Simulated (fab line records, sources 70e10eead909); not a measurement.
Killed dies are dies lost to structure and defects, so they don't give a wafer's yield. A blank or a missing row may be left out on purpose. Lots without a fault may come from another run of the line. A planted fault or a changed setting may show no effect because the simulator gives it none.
Which tool did it? | flow nand_harc | 11 lots, 33 wafers sampled, at 2 steps of a route of 1302

WHAT THE GAUGES READ, wafer by wafer
NHARC_P_ZERO_WELL_CD_MEAS_11: target cd 500 nm. Usual: cd_nm 499.8 nm, standard deviation 1.4.
lot  | measured     | on        | cd_nm (nm)        | flag
L185 | day 3 13:07  | cd_sem-01 | 491.5 490.8 492.2 | OFF
L186 | day 3 23:14  | cd_sem-03 | 498.0 498.7 500.4 |
L187 | day 4 09:16  | cd_sem-02 | 494.1 494.6 492.2 | OFF
L190 | day 5 15:07  | cd_sem-03 | 501.1 499.3 500.7 |
L195 | day 7 17:15  | cd_sem-02 | 501.9 502.2 502.5 |
L196 | day 8 03:16  | cd_sem-01 | 498.1 496.5 496.3 |
L199 | day 9 09:16  | cd_sem-03 | 498.7 500.2 500.4 |
L200 | day 9 19:14  | cd_sem-03 | 500.0 499.9 500.4 |
L201 | day 10 05:14 | cd_sem-03 | 500.1 500.2 501.9 |
L203 | day 11 01:07 | cd_sem-01 | 498.4 500.9 497.9 |
L204 | day 11 11:15 | cd_sem-01 | 501.2 502.1 502.2 |

WHICH TOOL RAN EACH LOT (tool, then ch and the chambers of the sampled wafers, then the start)
lot  | NHARC_P_ZERO_WELL_SOFTBAKE_06
L185 | litho_track-03 ch 0, day 3 12:00
L186 | litho_track-07 ch 0, day 3 22:00
L187 | litho_track-03 ch 0, day 4 08:00
L190 | litho_track-07 ch 0, day 5 14:00
L195 | litho_track-03 ch 0, day 7 16:00
L196 | litho_track-03 ch 0, day 8 02:00
L199 | litho_track-07 ch 0, day 9 08:00
L200 | litho_track-07 ch 0, day 9 18:00
L201 | litho_track-03 ch 0, day 10 04:00
L203 | litho_track-03 ch 0, day 11 00:00
L204 | litho_track-03 ch 0, day 11 10:00
- NHARC_P_ZERO_WELL_SOFTBAKE_06: time 70 s.

WHAT THE TOOLS THEMSELVES READ (means of the sampled wafers that have a number; where no wafer has one, the mark that the record gives instead)
NHARC_P_ZERO_WELL_SOFTBAKE_06. Usual: heater_power_total_W 201.0 W, standard deviation 1.3.
lot  | tool           | heater_power_total_W (W) | flag
L185 | litho_track-03 | 193.7                    | OFF
L186 | litho_track-07 | 199.4                    |
L187 | litho_track-03 | 192.6                    | OFF
L190 | litho_track-07 | 200.7                    |
L195 | litho_track-03 | 201.3                    |
L196 | litho_track-03 | 202.0                    |
L199 | litho_track-07 | 201.8                    |
L200 | litho_track-07 | 199.2                    |
L201 | litho_track-03 | 200.3                    |
L203 | litho_track-03 | 199.4                    |
L204 | litho_track-03 | 201.9                    |

THE ANSWER, worked out from the rows above alone
Rule: a lot is off if the mean of its wafers that have a number lies more than 3 standard deviations from the usual mean. A lot without any number at a reading at which 4 lots or more have one is off too. The other lots that the step has rows for count as sound. The gauges are gone through in route order, then the tools' own readings, and for those a lot's mean is taken as printed above. The first step at which some lot is off is used, and at that step the reading that is off furthest; a lot without a number counts as furthest.
Off: L185, L187, at NHARC_P_ZERO_WELL_CD_MEAS_11 (cd_nm).
A tool fits if, at a process step before that reading, it ran every lot that is off, and no sound lot after the first of them. The gauges at NHARC_P_ZERO_WELL_CD_MEAS_11 aren't tried: what is off there is off at NHARC_P_ZERO_WELL_SOFTBAKE_06 too, on other tools, and a gauge's error can't cause that. None of those tried fits.

WHAT THE SIMULATOR HAD PUT IN
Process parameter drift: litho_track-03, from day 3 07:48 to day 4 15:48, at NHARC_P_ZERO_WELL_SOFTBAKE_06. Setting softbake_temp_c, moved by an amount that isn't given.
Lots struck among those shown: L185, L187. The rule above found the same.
